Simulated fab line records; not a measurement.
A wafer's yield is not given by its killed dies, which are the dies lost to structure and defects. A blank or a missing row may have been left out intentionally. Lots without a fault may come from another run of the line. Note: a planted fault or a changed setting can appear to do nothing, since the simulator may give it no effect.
Which tool is to blame? / flow nand_harc / 39 wafers from 13 lots sampled at 5 of the route's 1302 steps

== WHAT THE GAUGES SHOWED, per wafer ==
NHARC_P_CONTACT_CD_MEAS_19.
lot=L433; measured=day 6 03:01; on=cd_sem-03; cd_nm (nm)=90.3 90.7 89.5
lot=L434; measured=day 6 06:36; on=cd_sem-01; cd_nm (nm)=90.4 88.4 89.8
lot=L435; measured=day 6 13:13; on=cd_sem-02; cd_nm (nm)=90.6 90.1 91.0
lot=L436; measured=day 7 07:49; on=cd_sem-02; cd_nm (nm)=88.9 90.2 90.5
lot=L437; measured=day 7 20:11; on=cd_sem-03; cd_nm (nm)=88.0 87.9 88.1
lot=L438; measured=day 8 02:35; on=cd_sem-03; cd_nm (nm)=89.1 90.7 89.8
lot=L443; measured=day 9 22:42; on=cd_sem-01; cd_nm (nm)=89.8 89.5 88.3
lot=L448; measured=day 12 03:49; on=cd_sem-03; cd_nm (nm)=92.0 89.9 89.9
lot=L452; measured=day 14 00:44; on=cd_sem-01; cd_nm (nm)=88.6 89.2 87.3
lot=L453; measured=day 14 05:10; on=cd_sem-03; cd_nm (nm)=91.8 90.6 92.4
lot=L454; measured=day 14 13:25; on=cd_sem-01; cd_nm (nm)=91.0 90.6 90.5
lot=L456; measured=day 15 08:21; on=cd_sem-01; cd_nm (nm)=90.2 86.8 87.8
lot=L455; measured=day 15 09:13; on=cd_sem-02; cd_nm (nm)=89.0 88.4 89.1

NHARC_END_SORT_01.
lot=L443; measured=day 29 05:02; on=prober-02; killed_at_array=47 56 74; killed_at_other=1 1 2; killed_at_periphery=2 0 601; killed_dies=50 57 677; killed_open=2 3 1; killed_short=3 4 3

== WHICH TOOL RAN EACH LOT (tool, then ch and the chambers of the sampled wafers, then the start) ==
lot=L433; NHARC_P_GATE_STRIP_112=plasma_asher-01 ch 0,1, day 5 20:08; NHARC_P_CONTACT_ETCH_18=rie_diel-06 ch 1,3, day 6 02:38; NHARC_P_CONTACT_DEGAS_38=pvd_sputter-02, day 6 03:43
lot=L434; NHARC_P_GATE_STRIP_112=plasma_asher-01 ch 0,1, day 5 23:42; NHARC_P_CONTACT_ETCH_18=rie_diel-10 ch 0,1,3, day 6 06:12; NHARC_P_CONTACT_DEGAS_38=pvd_sputter-01, day 6 07:19
lot=L435; NHARC_P_GATE_STRIP_112=plasma_asher-01 ch 0,1, day 6 06:19; NHARC_P_CONTACT_ETCH_18=rie_diel-10 ch 1,2, day 6 12:49; NHARC_P_CONTACT_DEGAS_38=pvd_sputter-02, day 6 13:55
lot=L436; NHARC_P_GATE_STRIP_112=plasma_asher-01 ch 0,1, day 7 00:46; NHARC_P_CONTACT_ETCH_18=rie_diel-06 ch 1,2,3, day 7 07:28; NHARC_P_CONTACT_DEGAS_38=pvd_sputter-03, day 7 08:32
lot=L437; NHARC_P_GATE_STRIP_112=plasma_asher-01 ch 0,1, day 7 13:26; NHARC_P_CONTACT_ETCH_18=rie_diel-12 ch 0,1,2, day 7 19:47; NHARC_P_CONTACT_DEGAS_38=pvd_sputter-02, day 7 20:58
lot=L438; NHARC_P_GATE_STRIP_112=plasma_asher-02 ch 0,1, day 7 19:50; NHARC_P_CONTACT_ETCH_18=rie_diel-06 ch 1,3, day 8 02:13; NHARC_P_CONTACT_DEGAS_38=pvd_sputter-02, day 8 03:18
lot=L443; NHARC_P_GATE_STRIP_112=plasma_asher-01 ch 0,1, day 9 15:58; NHARC_P_CONTACT_ETCH_18=rie_diel-10 ch 0,1,2, day 9 22:20; NHARC_P_CONTACT_DEGAS_38=pvd_sputter-01, day 9 23:25
lot=L448; NHARC_P_GATE_STRIP_112=plasma_asher-02 ch 0,1, day 11 20:16; NHARC_P_CONTACT_ETCH_18=rie_diel-12 ch 0,2,3, day 12 03:23; NHARC_P_CONTACT_DEGAS_38=pvd_sputter-01, day 12 04:32
lot=L452; NHARC_P_GATE_STRIP_112=plasma_asher-02 ch 1, day 13 17:41; NHARC_P_CONTACT_ETCH_18=rie_diel-10 ch 2,3, day 14 00:20; NHARC_P_CONTACT_DEGAS_38=pvd_sputter-02, day 14 01:28
lot=L453; NHARC_P_GATE_STRIP_112=plasma_asher-02 ch 0,1, day 13 22:15; NHARC_P_CONTACT_ETCH_18=rie_diel-06 ch 0,1,3, day 14 04:46; NHARC_P_CONTACT_DEGAS_38=pvd_sputter-03, day 14 05:52
lot=L454; NHARC_P_GATE_STRIP_112=plasma_asher-02 ch 0,1, day 14 06:29; NHARC_P_CONTACT_ETCH_18=rie_diel-06 ch 2,3, day 14 13:01; NHARC_P_CONTACT_DEGAS_38=pvd_sputter-01, day 14 14:07
lot=L456; NHARC_P_GATE_STRIP_112=plasma_asher-01 ch 0,1, day 15 01:44; NHARC_P_CONTACT_ETCH_18=rie_diel-12 ch 1,2,3, day 15 08:00; NHARC_P_CONTACT_DEGAS_38=pvd_sputter-03, day 15 09:04
lot=L455; NHARC_P_GATE_STRIP_112=plasma_asher-02 ch 0,1, day 15 02:26; NHARC_P_CONTACT_ETCH_18=rie_diel-06 ch 2,3, day 15 08:49; NHARC_P_CONTACT_DEGAS_38=pvd_sputter-02, day 15 09:55
- NHARC_P_GATE_STRIP_112: strips in N2/H2, time 200 s.
- NHARC_P_CONTACT_ETCH_18: etches the open film in C4F8/O2/Ar, target depth 481 nm, time 240.5 s.
- NHARC_P_CONTACT_DEGAS_38: time 60 s.

== WHAT THE TOOLS THEMSELVES READ (means of the sampled wafers that have a number; where no wafer has one, the mark that the record gives instead) ==
NHARC_P_GATE_STRIP_112.
lot=L433; tool=plasma_asher-01; drypump_motor_current_A (A)=6.2; heater_power_w (W)=81
lot=L434; tool=plasma_asher-01; drypump_motor_current_A (A)=5.8; heater_power_w (W)=79
lot=L435; tool=plasma_asher-01; drypump_motor_current_A (A)=5.8; heater_power_w (W)=80
lot=L436; tool=plasma_asher-01; drypump_motor_current_A (A)=6.2; heater_power_w (W)=80
lot=L437; tool=plasma_asher-01; drypump_motor_current_A (A)=5.8; heater_power_w (W)=79
lot=L438; tool=plasma_asher-02; drypump_motor_current_A (A)=6.3; heater_power_w (W)=85
lot=L443; tool=plasma_asher-01; drypump_motor_current_A (A)=6.2; heater_power_w (W)=82
lot=L448; tool=plasma_asher-02; drypump_motor_current_A (A)=6.3; heater_power_w (W)=89
lot=L452; tool=plasma_asher-02; drypump_motor_current_A (A)=5.7; heater_power_w (W)=78
lot=L453; tool=plasma_asher-02; drypump_motor_current_A (A)=6.3; heater_power_w (W)=90
lot=L454; tool=plasma_asher-02; drypump_motor_current_A (A)=6.3; heater_power_w (W)=89
lot=L456; tool=plasma_asher-01; drypump_motor_current_A (A)=5.9; heater_power_w (W)=83
lot=L455; tool=plasma_asher-02; drypump_motor_current_A (A)=6.0; heater_power_w (W)=82

NHARC_P_CONTACT_ETCH_18.
lot=L433; tool=rie_diel-06; oes_product_au (a.u.)=0.958; rf_fwd_power_W (W)=599.0; rf_vpp_V (V)=977
lot=L434; tool=rie_diel-10; oes_product_au (a.u.)=0.948; rf_fwd_power_W (W)=598.9; rf_vpp_V (V)=978
lot=L435; tool=rie_diel-10; oes_product_au (a.u.)=0.973; rf_fwd_power_W (W)=595.8; rf_vpp_V (V)=974
lot=L436; tool=rie_diel-06; oes_product_au (a.u.)=0.980; rf_fwd_power_W (W)=598.1; rf_vpp_V (V)=976
lot=L437; tool=rie_diel-12; oes_product_au (a.u.)=0.974; rf_fwd_power_W (W)=599.2; rf_vpp_V (V)=975
lot=L438; tool=rie_diel-06; oes_product_au (a.u.)=0.955; rf_fwd_power_W (W)=595.0; rf_vpp_V (V)=979
lot=L443; tool=rie_diel-10; oes_product_au (a.u.)=0.938; rf_fwd_power_W (W)=595.5; rf_vpp_V (V)=975
lot=L448; tool=rie_diel-12; oes_product_au (a.u.)=0.967; rf_fwd_power_W (W)=597.1; rf_vpp_V (V)=977
lot=L452; tool=rie_diel-10; oes_product_au (a.u.)=0.961; rf_fwd_power_W (W)=598.4; rf_vpp_V (V)=977
lot=L453; tool=rie_diel-06; oes_product_au (a.u.)=0.973; rf_fwd_power_W (W)=599.9; rf_vpp_V (V)=977
lot=L454; tool=rie_diel-06; oes_product_au (a.u.)=0.962; rf_fwd_power_W (W)=599.0; rf_vpp_V (V)=974
lot=L456; tool=rie_diel-12; oes_product_au (a.u.)=0.969; rf_fwd_power_W (W)=598.0; rf_vpp_V (V)=974
lot=L455; tool=rie_diel-06; oes_product_au (a.u.)=0.978; rf_fwd_power_W (W)=597.2; rf_vpp_V (V)=974

NHARC_P_CONTACT_DEGAS_38.
lot=L433; tool=pvd_sputter-02; heater_power_w (W)=484
lot=L434; tool=pvd_sputter-01; heater_power_w (W)=449
lot=L435; tool=pvd_sputter-02; heater_power_w (W)=516
lot=L436; tool=pvd_sputter-03; heater_power_w (W)=473
lot=L437; tool=pvd_sputter-02; heater_power_w (W)=501
lot=L438; tool=pvd_sputter-02; heater_power_w (W)=486
lot=L443; tool=pvd_sputter-01; heater_power_w (W)=460
lot=L448; tool=pvd_sputter-01; heater_power_w (W)=453
lot=L452; tool=pvd_sputter-02; heater_power_w (W)=512
lot=L453; tool=pvd_sputter-03; heater_power_w (W)=468
lot=L454; tool=pvd_sputter-01; heater_power_w (W)=427
lot=L456; tool=pvd_sputter-03; heater_power_w (W)=444
lot=L455; tool=pvd_sputter-02; heater_power_w (W)=466

== THE ANSWER, worked out from the rows above alone ==
Rule: usual is defined by the lots themselves. The widest of any qualifying gaps counts: lots, ordered by their means at a reading, are off when they make up no more than a third of the lots, leave a main group of 4 or more, and stand apart from it by 3 or more times the standard deviation of that group's means. The tables above print the reading to a certain number of digits; a main group whose means all agree to those digits is not used. Also off: a lot with no number at a reading for which 4 or more lots have one. Where the step has rows for the other lots, those lots are counted as sound. The gauges are gone through in route order, then the tools' own readings, and for those a lot's mean is taken as printed above. At the first step where some lot is off, the reading lying furthest off is the one used; lots without a number count as furthest.
No lot is off at any reading shown: from this, nothing can be told.

== WHAT THE SIMULATOR HAD INSERTED ==
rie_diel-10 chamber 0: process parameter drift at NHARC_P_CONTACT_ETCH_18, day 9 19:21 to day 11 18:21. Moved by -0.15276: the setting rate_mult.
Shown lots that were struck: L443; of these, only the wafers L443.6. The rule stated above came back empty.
